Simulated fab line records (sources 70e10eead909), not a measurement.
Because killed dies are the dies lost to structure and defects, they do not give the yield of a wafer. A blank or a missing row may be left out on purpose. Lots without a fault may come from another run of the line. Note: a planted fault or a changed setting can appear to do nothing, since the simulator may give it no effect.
The tool behind it: which one? / flow nandHarc / 6 lots with 18 wafers sampled at 2 steps, on a route of 1302 steps

WHAT EACH GAUGE READ, for each wafer
NHARC_A_SGD_CUT_CD_MEAS_09: the cd target is 100 nm.
lot=L452; measured=day 19 18:33; on=cdSem-01; cdNm (nm)=99.6 100.2 99.9
lot=L458; measured=day 22 01:59; on=cdSem-01; cdNm (nm)=99.2 99.9 98.7
lot=L457; measured=day 23 02:24; on=cdSem-01; cdNm (nm)=99.7 100.4 100.1
lot=L461; measured=day 23 09:11; on=cdSem-02; cdNm (nm)=100.1 101.5 100.9
lot=L463; measured=day 25 11:15; on=cdSem-02; cdNm (nm)=99.6 100.7 100.3
lot=L472; measured=day 28 14:35; on=cdSem-02; cdNm (nm)=100.3 100.4 100.1

WHAT TOOL EACH LOT RAN ON (gives the tool, then ch and the chambers of the sampled wafers, and finally the start)
lot=L452; NHARC_A_SGD_CUT_DEP_00=pecvd-02 ch 0,1,2, day 19 17:57
lot=L458; NHARC_A_SGD_CUT_DEP_00=pecvd-04 ch 0,2, day 22 01:17
lot=L457; NHARC_A_SGD_CUT_DEP_00=pecvd-03 ch 0,1,2, day 23 01:49
lot=L461; NHARC_A_SGD_CUT_DEP_00=pecvd-04 ch 0,1, day 23 08:28
lot=L463; NHARC_A_SGD_CUT_DEP_00=pecvd-03 ch 0,1,2, day 25 10:32
lot=L472; NHARC_A_SGD_CUT_DEP_00=pecvd-02 ch 0,1,2, day 28 13:56
- NHARC_A_SGD_CUT_DEP_00: deposits SiNx, target thk 50 nm.

THE ANSWER, worked out from the rows above alone
Rule: what is usual is taken from the lots themselves. The widest of any qualifying gaps counts: lots, ordered by their means at a reading, are off when they make up no more than a third of the lots, leave a main group of 4 or more, and stand apart from it by 3 or more times the standard deviation of that group's means. The tables above print the reading to a certain number of digits; a main group whose means all agree to those digits is not used. Also off: a lot with no number at a reading for which 4 or more lots have one. Any other lot the step has rows for is counted as sound.
No lot is off at any reading shown: from this, nothing can be told.

WHAT THE SIMULATOR HAD INSERTED
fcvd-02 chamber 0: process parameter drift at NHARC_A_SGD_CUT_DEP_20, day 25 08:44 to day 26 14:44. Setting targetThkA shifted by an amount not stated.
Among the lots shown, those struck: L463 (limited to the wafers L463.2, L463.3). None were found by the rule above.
